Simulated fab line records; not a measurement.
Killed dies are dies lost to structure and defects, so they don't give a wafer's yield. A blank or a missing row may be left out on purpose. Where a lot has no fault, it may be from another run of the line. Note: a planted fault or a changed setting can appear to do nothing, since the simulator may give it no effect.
A struck lot beside a sound one :: flow nand_harc :: 20 steps out of a route of 1302
Sound: wafers L183.2, L183.3, L183.4. Wafers L194.1, L194.3, L194.5 were the ones struck. The cause is named last.
Each step with rows lists, per side, the tool, then ch with its chambers, then its first start. Under that, the readings that differ: sound wafers :: struck wafers :: difference of the means :: sigmas: that difference in standard deviations of wafers without a fault.
alike: same words and numbers on both sides, and readings whose means sit less than 2 such deviations apart. not compared: any withheld reading, any reading some wafer has no value for, any bound like >300 that may hide the same value, and any number with overlapping values for which the record gives no deviation.
The two part at a step that has a row with sigmas, a row that says differs or no value, or rows on one side only. When numbers do not overlap yet have no deviation, they are printed without sigmas and do not part them. Lack of a reading on every wafer of one side parts them only where that side has two or more wafers.

first, 1 step without rows for these wafers: NHARC_A_BLC_SRD_27.
NHARC_A_BLC_INSPECT_28:
  sound on defect_inspect-02, day 26 10:55; struck on defect_inspect-01, day 30 11:34
  alike: raw_defect_count
then, 9 steps without rows for these wafers: NHARC_A_M0_DEP_00 (deposits SiOC, target thk 150 nm); NHARC_A_M0_DEHYDRATE_01 (time 120 s); NHARC_A_M0_HMDS_02 (time 30 s); NHARC_A_M0_COAT_33 (time 65 s); NHARC_A_M0_COAT_03 (resist thk 90 nm); NHARC_A_M0_SOFTBAKE_04 (time 55 s); NHARC_A_M0_EBR_05; NHARC_A_M0_EXPOSE_06 (exposes mask A M0, target cd 80 nm); NHARC_A_M0_PEB_07 (peb time 65 s).
NHARC_A_M0_DEVELOP_08: develop time 35 s.
  sound on litho_track-04 ch 0, day 26 11:00; struck on litho_track-04 ch 0, day 30 12:00
NHARC_A_M0_CD_MEAS_09: target cd 80 nm.
  sound on cd_sem-03 ch 0, day 26 11:49; struck on cd_sem-02 ch 0
reading: cd_nm (nm)
sound: 80.2 80.4 81.1
struck: 75.7 75.2 77.2
difference: -4.5
sigmas: -8
  not compared: hold
NHARC_A_M0_OVL_MEAS_10: pitch 160 nm.
  sound on overlay-02, day 26 11:54; struck on overlay-02, day 30 16:46
reading: hold
sound: - - -
struck: await_dispo/4.0h/release await_dispo/4.0h/release await_dispo/4.0h/release
difference: no value on the sound wafers
sigmas: 
  alike: overlay_x_nm, overlay_y_nm
NHARC_A_M0_INSPECT_11:
  sound on defect_inspect-01, day 26 11:56; struck on defect_inspect-01, day 30 16:49
  alike: raw_defect_count
NHARC_A_M0_DESCUM_14: chemistry O2, time 3 s.
  sound on rie_diel-10 ch 1,2,3, day 26 12:00; struck on rie_diel-04 ch 0,1, day 30 21:58
reading: model.A_M0.cd_nm (nm)
sound: 80.36 80.57 80.26
struck: 76.68 75.24 77.15
difference: -4.04
sigmas: 
  alike: drypump_motor_current_A, mfc_ar_sccm, oes_product_au, rf_vpp_V, showerhead_plenum_p_Torr, throttle_valve_pct
  not compared: rf_hours_counter_h
NHARC_A_M0_ETCH_34: etches the open film in N2/H2, target depth 40 nm, overetch 12 nm, time 43.94 s.
  sound on rie_diel-10 ch 1,2,3, day 26 12:05; struck on rie_diel-04 ch 2,3, day 30 22:02
  alike: drypump_motor_current_A, h2_flow_sccm, mfc_ar_sccm, oes_product_au, rf_vpp_V, showerhead_plenum_p_Torr, throttle_valve_pct
  not compared: rf_hours_counter_h
NHARC_A_M0_ETCH_15: etches the open film in C4F8/Ar, target depth 150 nm, overetch 15 nm, time 82.5 s.
  sound: rie_diel-10 ch 1,2,3; struck: rie_diel-04 ch 2,3
reading: oes_product_au (a.u.)
sound: 1.002 0.976 0.977
struck: 0.912 0.921 0.914
difference: -0.069
sigmas: -3

reading: model.A_M0.cd_nm (nm)
sound: 80.07 79.9 80.05
struck: 76.55 74.82 76.81
difference: -3.95
sigmas: 
  alike: rf_vpp_V
  not compared: rf_hours_counter_h
NHARC_A_M0_CD_MEAS_16:
  sound on cd_sem-01, day 26 12:18; struck on cd_sem-03, day 30 22:27
reading: cd_nm (nm)
sound: 79.8 80.0 80.2
struck: 76.7 74.7 76.7
difference: -4.0
sigmas: -5
  not compared: hold
NHARC_END_SORT_01:
  here the record holds rows for the struck wafers (prober-01 ch 0, day 32 20:08) but none for the sound ones

WHERE THEY PART
Earliest at NHARC_A_M0_CD_MEAS_09; latest, in this record, at NHARC_END_SORT_01.

WHY: what had been put in by the simulator
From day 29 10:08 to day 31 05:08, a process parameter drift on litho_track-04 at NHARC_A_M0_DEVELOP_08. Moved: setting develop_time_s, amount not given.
